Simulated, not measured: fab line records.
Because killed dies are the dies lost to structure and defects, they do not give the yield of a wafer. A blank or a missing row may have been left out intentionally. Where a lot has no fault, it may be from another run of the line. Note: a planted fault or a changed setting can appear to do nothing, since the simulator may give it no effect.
One fault seen from 3 desks ; flow n5-finfet ; each desk holds nothing but its own numbers, with what lay behind them at the end

== THE DEFECT DESK ==
Lot by lot, what the route's inspections counted, given as the mean of those sampled wafers with a number. If a lot's mean is further than 4 standard deviations from the usual mean, the lot is out of limits and carries the mark OUT (the distance appears in the brackets).
Columns: A = raw-defect-count at N5_HKMG_FIN_INSPECT_61, usual 2.5
lot;first seen here;A
L749;day 4 08:46;2.3
L752;day 5 01:32;1.7
L753;day 5 05:43;2.3
L757;day 6 05:17;1.5
L758;day 6 13:20;1.5
L762;day 7 16:02;3.7
L763;day 7 17:20;3.3
L769;day 9 10:49;1.7
L770;day 9 13:52;2.0
L771;day 9 22:14;2.7
This desk's finding: nothing out of limits on any of the 10 lots.

== FROM THE METROLOGY DESK ==
What the gauges read for every lot (on any tool): the sampled wafers with a number, averaged. If a lot's mean is further than 4 standard deviations from the usual mean, the lot is out of limits and carries the mark OUT (the distance appears in the brackets). Readings shown: 7 of its 10, picked as those furthest out on some lot.
Columns: A = DIBL_N at N5_BEOL_M4_RC_MEAS_101, usual 36.9 mV/V; B = DIBL_P at N5_BEOL_M4_RC_MEAS_101, usual 37.3 mV/V; C = IOFF_N at N5_BEOL_M4_RC_MEAS_101, usual 0.16 nA/um; D = ION_N at N5_BEOL_M4_RC_MEAS_101, usual 673 uA/um; E = SS_P at N5_BEOL_M4_RC_MEAS_101, usual 73.4 mV/dec; F = VT_N at N5_BEOL_M4_RC_MEAS_101, usual 250 mV; G = VT_P at N5_BEOL_M4_RC_MEAS_101, usual -250 mV
lot;first seen here;A;B;C;D;E;F;G
L749;day 8 13:19;36.4;38.7;0.16;670;74.0;250;-255
L752;day 9 02:05;36.7;35.4;0.15;664;72.6;251;-255
L753;day 9 07:04;35.4;34.3;0.15;670;72.8;251;-255
L757;day 10 06:34;40.0;43.4;0.25;699;75.3;243;-250
L758;day 10 09:45;37.5;37.9;0.17;671;73.5;251;-248
L762;day 11 14:55;37.7;37.1;0.17;683;73.4;249;-252
L763;day 11 21:56;35.6;36.6;0.13;667;73.2;253;-254
L770;day 13 19:45;38.5;38.9;0.17;668;74.0;253;-253
L769;day 13 20:19;36.5;38.0;0.15;671;73.4;252;-250
L771;day 13 23:04;37.1;36.8;0.14;662;73.2;253;-251
This desk's finding: nothing out of limits on any of the 10 lots.

== AT THE TOOL OWNER'S DESK: ald-metal-03 ==
The tool's own readings at N5_HKMG_FIN_ALD_36 (deposits TiN, target thk 1 nm, pulse time 1 s, purge time 3 s): means of the sampled wafers that have a number, for each lot that ran on this tool. If a lot's mean is further than 4 standard deviations from the usual mean, the lot is out of limits and carries the mark OUT (the distance appears in the brackets).
Columns: A = heater-power-w at N5_HKMG_FIN_ALD_36, usual 874 W; B = precursor-pulse-height-rel at N5_HKMG_FIN_ALD_36, usual 1.000
lot;first seen here;A;B
L752;day 5 04:34;888;0.977
L753;day 5 08:03;875;1.014
L757;day 6 07:56;854;1.016
L758;day 6 15:49;810;0.974
L762;day 7 18:13;844;1.000
This desk's finding: nothing out of limits on any of the 5 lots.

== TAKEN TOGETHER ==
Nothing out of limits was seen by the defect desk.
The metrology desk saw nothing out of limits.
The desk of the tool owner found nothing out of limits.

== WHAT THE SIMULATOR PUT IN ==
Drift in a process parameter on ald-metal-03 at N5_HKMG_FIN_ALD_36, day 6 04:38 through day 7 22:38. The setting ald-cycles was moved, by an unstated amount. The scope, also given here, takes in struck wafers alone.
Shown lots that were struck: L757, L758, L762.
